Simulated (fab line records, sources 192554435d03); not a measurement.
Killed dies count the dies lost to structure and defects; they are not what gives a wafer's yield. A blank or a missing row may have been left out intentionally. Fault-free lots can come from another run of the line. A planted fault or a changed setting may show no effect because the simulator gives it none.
fab line records ; flow n5-finfet
[record] lots = 6; wafers = 18; last-day = 19
route steps=1938 shown TV_OPEN@1890 PAD_METAL@1893 PASSIVATION@1897
lots that met no fault: taken from a fault-free run of the same line
start-h: hours from the record's first day to the start of the lot's first wafer shown ; wait-h: how many hours have passed since the lot's step before this one ; " same as the row above ; L1.1+2: a row that stands for several wafers ; - either no value or no given start ; * or withheld: withheld ; < > ~ a bound
route shown NAME@n: NAME is a module with steps in the file, n the number in the route of the first one ; usual: average and standard deviation across the fault-free wafers ; same: alike in all rows ; chamber/n: place in a boat ; sites: each site's reading ; _std_site: standard deviation across them ; _edge_site: outer sites' mean less inner sites' ; radius-mm: for every site, how far away it sits from the centre of the wafer ; mask NAME#n: copy n ; behind: the tool/chamber that last shaped the wafer ; hold: cause of the lot's hold/its duration in hours/its outcome ; device: the transistor (n, p or np) that didn't switch ; end of line: the same wafers' tests at the end of the route ; a step with no rows: only its recipe ; killed: dies that structure and defects cost at the first sort, which is not the same as the wafer's yield ; map: per-die view of a wafer (x killed, . not killed, _ where there is no die)
set.NAME: the setting the step ran with; set.NAME@STEP: the setting that earlier step ran with ; model.NAME: the simulator's own value behind a step, which no gauge read
lots at selected steps of the route; one table per step, one row per wafer
services: the hour from which a tool's chamber was out of use, counted from the record's first day as start-h (under 0 if before that day), plus the number of hours and why
[[steps]]
[step N5_PASSIVATION_ETCH_15]
[recipe] chemistry = CF4/N2; target = SiCN; target-depth-a = 750; taper-deg = 2; time-s = 81.2; ion-energy-ev = 150; mask-material = SiNx; pressure-mtorr = 40; source-w = 430; bias-w = 70; Ar_flow_sccm = 100; cf4-flow-sccm = 60; n2-flow-sccm = 60
[usual] drypump-motor-current-A = 5.5/0.4; oes-product-au = 0.79/0.077; rf-vpp-V = 382.0/1.5; showerhead-plenum-p-Torr = 2.20/0.05; throttle-valve-pct = 15.43/0.22
lot.wafer;tool;chamber;start-h;wait-h;drypump-motor-current-A;oes-product-au;rf-hours-counter-h;rf-vpp-V;showerhead-plenum-p-Torr;throttle-valve-pct
L323.1;rie-diel-05;1;-;-;4.9;0.84;79;380.2;2.14;15.21
L323.5;rie-diel-05;1;-;-;4.9;0.83;-;380.5;2.14;15.21
L323.6;rie-diel-05;2;-;-;5.8;0.80;-;382.5;2.22;15.76
L332.1;rie-diel-05;2;-;-;5.8;0.78;141;381.5;2.21;15.80
L332.4;rie-diel-05;1;-;-;4.9;0.82;-;379.5;2.14;15.25
L332.5;rie-diel-05;2;-;-;5.8;0.78;-;381.4;2.21;15.78
L338.1;rie-diel-05;1;-;-;4.9;0.80;115;380.7;2.13;15.28
L338.2;rie-diel-05;0;-;-;4.9;0.94;8;381.7;2.17;15.33
L338.6;rie-diel-05;1;-;-;4.9;0.81;-;379.4;2.13;15.27
L340.2;rie-diel-06;3;-;-;5.2;0.86;61;380.8;2.14;15.42
L340.4;rie-diel-06;0;-;-;5.4;0.95;9;381.5;2.17;15.30
L340.5;rie-diel-06;1;-;-;5.7;0.83;-;385.5;2.33;15.31
L344.1;rie-diel-06;3;-;-;5.2;0.84;70;381.9;2.14;15.41
L344.4;rie-diel-06;0;-;-;5.4;0.93;14;381.3;2.17;15.31
L344.5;rie-diel-06;0;-;-;5.4;0.93;-;381.6;2.17;15.31
L345.1;rie-diel-06;1;-;-;5.7;0.81;86;384.8;2.32;15.35
L345.2;rie-diel-06;0;-;-;5.4;0.91;25;380.7;2.16;15.33
L345.3;rie-diel-06;3;-;-;5.2;0.83;83;381.4;2.14;15.46
[step N5_PASSIVATION_STRIP_73]
[recipe] chemistry = post-etch-residue-remover; time-s = 60; temp-c = 25; remover-ph = withheld; remover-water-wt-pct = withheld; remover-fluoride-wt-pct = withheld
[step N5_PASSIVATION_SRD_17]
[recipe] time-s = 30; temp-c = 23; rinse-liquid = diw; dry = n2-spin; spin-rpm = 1500; dry-time-s = 30
[step N5_PASSIVATION_DEGAS_18]
[recipe] ambient = vacuum; temp-c = 300; time-s = 60
[usual] heater-power-w = 447/53
lot.wafer;tool;chamber;start-h;wait-h;heater-power-w
L323.1;pvd-sputter-03;-;260.50;1.9;503
L323.5;pvd-sputter-03;-;260.50;1.9;486
L323.6;pvd-sputter-03;-;260.50;1.9;464
L332.1;pvd-sputter-03;-;322.70;0.4;516
L332.4;pvd-sputter-03;-;322.70;0.4;473
L332.5;pvd-sputter-03;-;322.70;0.4;488
L338.1;pvd-sputter-01;-;365.46;1.3;469
L338.2;pvd-sputter-01;-;365.46;1.3;356
L338.6;pvd-sputter-01;-;365.46;1.3;354
L340.2;pvd-sputter-02;-;382.43;0.1;490
L340.4;pvd-sputter-02;-;382.43;0.1;476
L340.5;pvd-sputter-02;-;382.43;0.1;335
L344.1;pvd-sputter-02;-;404.19;0.5;339
L344.4;pvd-sputter-02;-;404.19;0.5;480
L344.5;pvd-sputter-02;-;404.19;0.5;341
L345.1;pvd-sputter-01;-;439.21;1.5;465
L345.2;pvd-sputter-01;-;439.21;1.5;343
L345.3;pvd-sputter-01;-;439.21;1.5;481
[step N5_PASSIVATION_PRE_CLEAN_19]
[recipe] gas = H2/He; time-s = *; temp-c = *
[usual] heater-power-w = 447/52
lot.wafer;tool;chamber;start-h;wait-h;heater-power-w
L323.1;pvd-sputter-03;-;260.54;0.0;508
L323.5;pvd-sputter-03;-;260.54;0.0;474
L323.6;pvd-sputter-03;-;260.54;0.0;462
L332.1;pvd-sputter-03;-;322.74;0.0;504
L332.4;pvd-sputter-03;-;322.74;0.0;481
L332.5;pvd-sputter-03;-;322.74;0.0;500
L338.1;pvd-sputter-01;-;365.50;0.0;463
L338.2;pvd-sputter-01;-;365.50;0.0;361
L338.6;pvd-sputter-01;-;365.50;0.0;353
L340.2;pvd-sputter-02;-;382.47;0.0;486
L340.4;pvd-sputter-02;-;382.47;0.0;484
L340.5;pvd-sputter-02;-;382.47;0.0;337
L344.1;pvd-sputter-02;-;404.23;0.0;331
L344.4;pvd-sputter-02;-;404.23;0.0;478
L344.5;pvd-sputter-02;-;404.23;0.0;335
L345.1;pvd-sputter-01;-;439.25;0.0;467
L345.2;pvd-sputter-01;-;439.25;0.0;357
L345.3;pvd-sputter-01;-;439.25;0.0;493
[step N5_PASSIVATION_SPUTTER_20]
[recipe] material = TaN; target-thk-a = 500; temp-c = 25; chamber-pressure-pa = 0.4
[usual] throttle-valve-pct = 30.3/1.2
lot.wafer;tool;chamber;start-h;wait-h;throttle-valve-pct
L323.1;pvd-sputter-03;-;260.58;0.0;28.8
L323.5;pvd-sputter-03;-;260.58;0.0;30.3
L323.6;pvd-sputter-03;-;260.58;0.0;29.6
L332.1;pvd-sputter-03;-;322.78;0.0;28.9
L332.4;pvd-sputter-03;-;322.78;0.0;29.8
L332.5;pvd-sputter-03;-;322.78;0.0;29.0
L338.1;pvd-sputter-01;-;365.54;0.0;30.7
L338.2;pvd-sputter-01;-;365.54;0.0;30.4
L338.6;pvd-sputter-01;-;365.54;0.0;30.3
L340.2;pvd-sputter-02;-;382.51;0.0;31.7
L340.4;pvd-sputter-02;-;382.51;0.0;30.2
L340.5;pvd-sputter-02;-;382.51;0.0;29.5
L344.1;pvd-sputter-02;-;404.27;0.0;29.1
L344.4;pvd-sputter-02;-;404.27;0.0;30.3
L344.5;pvd-sputter-02;-;404.27;0.0;29.4
L345.1;pvd-sputter-01;-;439.29;0.0;28.4
L345.2;pvd-sputter-01;-;439.29;0.0;30.5
L345.3;pvd-sputter-01;-;439.29;0.0;31.2
[step N5_PASSIVATION_AL_DEP_21]
[recipe] material = Al; target-thk-a = 28000; temp-c = 400; time-s = 170; power-w = 30000; chamber-pressure-pa = 0.4; gas = Ar
[usual] throttle-valve-pct = 30.3/1.2
lot.wafer;tool;chamber;start-h;wait-h;throttle-valve-pct
L323.1;pvd-sputter-03;-;260.68;0.1;28.7
L323.5;pvd-sputter-03;-;260.68;0.1;29.8
L323.6;pvd-sputter-03;-;260.68;0.1;29.4
L332.1;pvd-sputter-03;-;322.88;0.1;28.9
L332.4;pvd-sputter-03;-;322.88;0.1;29.7
L332.5;pvd-sputter-03;-;322.88;0.1;28.9
L338.1;pvd-sputter-01;-;365.64;0.1;30.3
L338.2;pvd-sputter-01;-;365.64;0.1;30.5
L338.6;pvd-sputter-01;-;365.64;0.1;30.4
L340.2;pvd-sputter-02;-;382.61;0.1;31.4
L340.4;pvd-sputter-02;-;382.61;0.1;30.0
L340.5;pvd-sputter-02;-;382.61;0.1;29.5
L344.1;pvd-sputter-02;-;404.37;0.1;29.4
L344.4;pvd-sputter-02;-;404.37;0.1;30.2
L344.5;pvd-sputter-02;-;404.37;0.1;29.5
L345.1;pvd-sputter-01;-;439.39;0.1;28.4
L345.2;pvd-sputter-01;-;439.39;0.1;30.4
L345.3;pvd-sputter-01;-;439.39;0.1;31.0
[step N5_PASSIVATION_HMDS_23]
[recipe] time-s = 60; temp-c = 120
[step N5_PASSIVATION_COAT_24]
[recipe] spin-rpm = 3000; resist-thk-nm = withheld
[step N5_PASSIVATION_EBR_26]
[recipe] solvent = PGMEA; ebr-width-mm = 1.5
[step N5_PASSIVATION_SOFTBAKE_25]
[recipe] temp-c = 100; time-s = 90
[step N5_PASSIVATION_EXPOSE_27]
[recipe] mask-id = PAD; na = 0.55; source-shape = conventional; sigma-outer = 0.8; polarization = unpolarized; defocus-nm = 0; dose-mj = 32.3
[step N5_PASSIVATION_PEB_28]
[recipe] peb-temp-c = withheld; peb-time-s = *
lot.wafer;tool;chamber;start-h;wait-h
L323.1+5+6;litho-track-01;0;261.15;0.1
L332.1+4+5;litho-track-04;0;323.23;0.1
L338.1+2+6;litho-track-04;0;365.99;0.1
L340.2+4+5;litho-track-01;0;382.96;0.0
L344.1+4+5;litho-track-01;0;404.72;0.1
L345.1+2+3;litho-track-01;0;440.02;0.1
[step N5_PASSIVATION_DEVELOP_29]
[recipe] develop-time-s = 60; rinse-liquid = diw; dry = air-spin; dev-temp-c = 21
[step N5_PASSIVATION_HARDBAKE_31]
[recipe] temp-c = 130; time-s = 120
[step N5_PASSIVATION_CD_MEAS_30]
[recipe] target-cd-nm = 4000; landing-energy-ev = 500; detector = se-inlens; polarity = opening
[usual] cd-nm = 4000.2/1.3
[same] landing-energy-ev = 500
lot.wafer;tool;chamber;start-h;wait-h;cd-nm
L323.1;cd-sem-01;0;261.27;-;3999.4
L323.5;cd-sem-01;0;261.27;-;3999.0
L323.6;cd-sem-01;0;261.27;-;3999.7
L332.1;cd-sem-03;0;323.35;-;4001.1
L332.4;cd-sem-03;0;323.35;-;3999.4
L332.5;cd-sem-03;0;323.35;-;4001.9
L338.1;cd-sem-02;0;366.11;-;3998.1
L338.2;cd-sem-02;0;366.11;-;3999.7
L338.6;cd-sem-02;0;366.11;-;3999.1
L340.2;cd-sem-01;0;383.08;-;3999.4
L340.4;cd-sem-01;0;383.08;-;4000.1
L340.5;cd-sem-01;0;383.08;-;4001.1
L344.1;cd-sem-03;0;404.84;-;4008.3
L344.4;cd-sem-03;0;404.84;-;3999.6
L344.5;cd-sem-03;0;404.84;-;3999.4
L345.1;cd-sem-03;0;440.14;-;4006.3
L345.2;cd-sem-03;0;440.14;-;3999.6
L345.3;cd-sem-03;0;440.14;-;4007.2
[step N5_PASSIVATION_OVL_MEAS_63]
[recipe] points-per-wafer = 44
[usual] PAD_OVL = -4/5.3
lot.wafer;tool;chamber;start-h;wait-h;PAD_OVL[nm]
L323.1;overlay-01;0;261.30;0.0;-5
L323.5;overlay-01;0;261.30;0.0;-6
L323.6;overlay-01;0;261.30;0.0;-4
L332.1;overlay-02;0;323.38;0.0;0
L332.4;overlay-02;0;323.38;0.0;0
L332.5;overlay-02;0;323.38;0.0;-7
L338.1;overlay-01;0;366.14;0.0;-15
L338.2;overlay-01;0;366.14;0.0;-10
L338.6;overlay-01;0;366.14;0.0;-11
L340.2;overlay-01;0;383.11;0.0;4
L340.4;overlay-01;0;383.11;0.0;3
L340.5;overlay-01;0;383.11;0.0;12
L344.1;overlay-01;0;404.87;0.0;-4
L344.4;overlay-01;0;404.87;0.0;-2
L344.5;overlay-01;0;404.87;0.0;-5
L345.1;overlay-01;0;440.17;0.0;1
L345.2;overlay-01;0;440.17;0.0;-3
L345.3;overlay-01;0;440.17;0.0;3
[[services]]
tool;chamber;start-h;hours;kind
rie-diel-06;0;235.18;4.9;repair
rie-diel-05;0;280.12;21.8;repair
rie-diel-05;0;314.89;-;clean
rie-diel-05;0;314.89;-;consumable-replace:focus-ring
rie-diel-06;2;329.05;5.4;repair
rie-diel-06;0;337.33;-;clean
rie-diel-06;0;337.33;-;consumable-replace:focus-ring
rie-diel-06;0;337.33;17.5;scheduled-down
rie-diel-06;0;337.33;17.5;vent-cycle
rie-diel-05;2;354.62;15.6;repair
litho-track-01;-;385.03;-;consumable-replace:filter
rie-diel-05;3;389.90;4.8;repair
rie-diel-05;-;392.84;14.6;pm
rie-diel-06;0;395.14;6.6;repair
rie-diel-06;0;426.12;5.7;repair
[[key]]
[first-sign] step = N5_PASSIVATION_CD_MEAS_30; reading = cd-nm; direction = up; sigmas = 5.4; usual = 4000.2; struck = 4007.3
effect none on later readings
met-at N5_PASSIVATION_PEB_28
struck-wafers L344.1,L345.1,L345.3
onset-between 382.96 404.72
[fault] kind = process-parameter-drift; tool = litho-track-01; chamber = -; onset-h = 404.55; steps = N5_PASSIVATION_PEB_28; channel = peb-time-s; offset = *; shape = step; end-h = 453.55; scope = struck-wafers-only; acts-in = *; stated = *
